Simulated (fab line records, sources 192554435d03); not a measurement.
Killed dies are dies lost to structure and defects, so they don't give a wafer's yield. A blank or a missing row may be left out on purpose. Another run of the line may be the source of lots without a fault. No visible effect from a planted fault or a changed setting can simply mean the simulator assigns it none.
A lot that was struck, set against a sound lot :: flow n5 finfet :: 16 out of 1938 route steps
Sound: the wafers L665.1, L665.3, L665.6. Struck: wafers L659.2, L659.3. (L659.5 of the same lot was not struck and is left out.) The cause comes at the end.
Order at every step that has rows: each side's tool, ch and its chambers, its first start. Under that, the readings that differ: sound wafers :: struck wafers :: difference of the means :: sigmas: that difference in standard deviations of wafers without a fault.
alike: readings with means less than 2 such deviations apart, plus words and numbers identical on both sides. not compared: withheld readings, readings lacking a value on some wafer, bounds such as >300 that could conceal the same value, and numbers that have no deviation in the record and whose values overlap.
A row with sigmas, a row that says differs or no value, or rows on one side alone: a step with any of these is where the two part. Non-overlapping numbers with no deviation appear without sigmas and do not part them. A reading missing from all wafers of one side parts the sides only when that side holds two or more wafers.

first, 8 steps without rows for these wafers: N5_SDB_COAT_03 (time 60 s, resist thk 100 nm); N5_SDB_COAT_04 (time 60 s, resist thk 18 nm); N5_SDB_COAT_05 (resist thk 90 nm); N5_SDB_EBR_07; N5_SDB_SOFTBAKE_06 (time 60 s); N5_SDB_EXPOSE_08 (exposes mask SDB); N5_SDB_PEB_09 (peb time 60 s); N5_SDB_DEVELOP_10 (develop time 30 s).
N5_SDB_CD_MEAS_11 targets a cd of 50 nm.
  sound on cd sem-01 ch 0, day 7 14:58; struck on cd sem-03 ch 0, day 6 00:36
  alike: cd nm
N5_SDB_OVL_MEAS_12:
  sound on overlay-02 ch 0, day 7 15:00; struck on overlay-01 ch 0, day 6 00:38
  alike: SDB_OVL
N5_SDB_INSPECT_13: inspects for defects (brightfield).
  struck on defect inspect-01, day 6 00:39; sound on defect inspect-02, day 7 15:01
  alike: raw defect count
N5_SDB_DESCUM_16: chemistry O2, time 7.9 s.
  sound on rie diel-06 ch 0,3, day 7 15:04; struck on rie diel-04 ch 1,3, day 6 00:43
  alike: drypump motor current A, oes product au, rf vpp V, showerhead plenum p Torr, throttle valve pct
  not compared: rf hours counter h
N5_SDB_ETCH_17: etches SiARC in CF4, target depth 23.4 nm, time 39 s.
  sound on rie diel-06 ch 0,3, day 7 15:05; struck on rie diel-04 ch 1,3, day 6 00:45
reading: etch rf on time s (s)
sound: 38.7 39.2 38.9
struck: 54.9 54.9
difference: +16.0
sigmas: +39
  alike: bias w, drypump motor current A, oes product au, rf vpp V, showerhead plenum p Torr, throttle valve pct
  not compared: rf hours counter h
N5_SDB_ETCH_18: etches SOC in N2/H2, target depth 100 nm, overetch 20 nm, time 150 s.
  sound on rie diel-06 ch 0,3, day 7 15:08; struck on rie diel-04 ch 1,3, day 6 00:47
  alike: bias w, drypump motor current A, oes product au, rf vpp V, showerhead plenum p Torr, throttle valve pct
  not compared: rf hours counter h
-- the record jumps here: 6 days lie between the struck wafers' starts before and after (it left off in module SDB and takes up again in module BEOL_M4, whose first step shown is number 1111 of the route) --
N5_BEOL_M4_RC_MEAS_101:
  sound on prober-02 ch 0, day 14 00:18; struck on prober-02 ch 0, day 12 01:27
  alike: DIBL_N, DIBL_P, IOFF_N, IOFF_P, ION_N, ION_P, SS_N, SS_P, VT_N, VT_P
then, 1 step without rows for these wafers: N5_PASSIVATION_PROBE_49.

## WHERE THEY PART
Only at N5_SDB_ETCH_17, within this record. Later steps at which nothing parts them and some readings are alike: N5_SDB_ETCH_18, N5_BEOL_M4_RC_MEAS_101.

WHY: whatever the simulator had introduced
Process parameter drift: rie diel-04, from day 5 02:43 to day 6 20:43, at N5_SDB_ETCH_17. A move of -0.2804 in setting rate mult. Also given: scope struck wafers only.
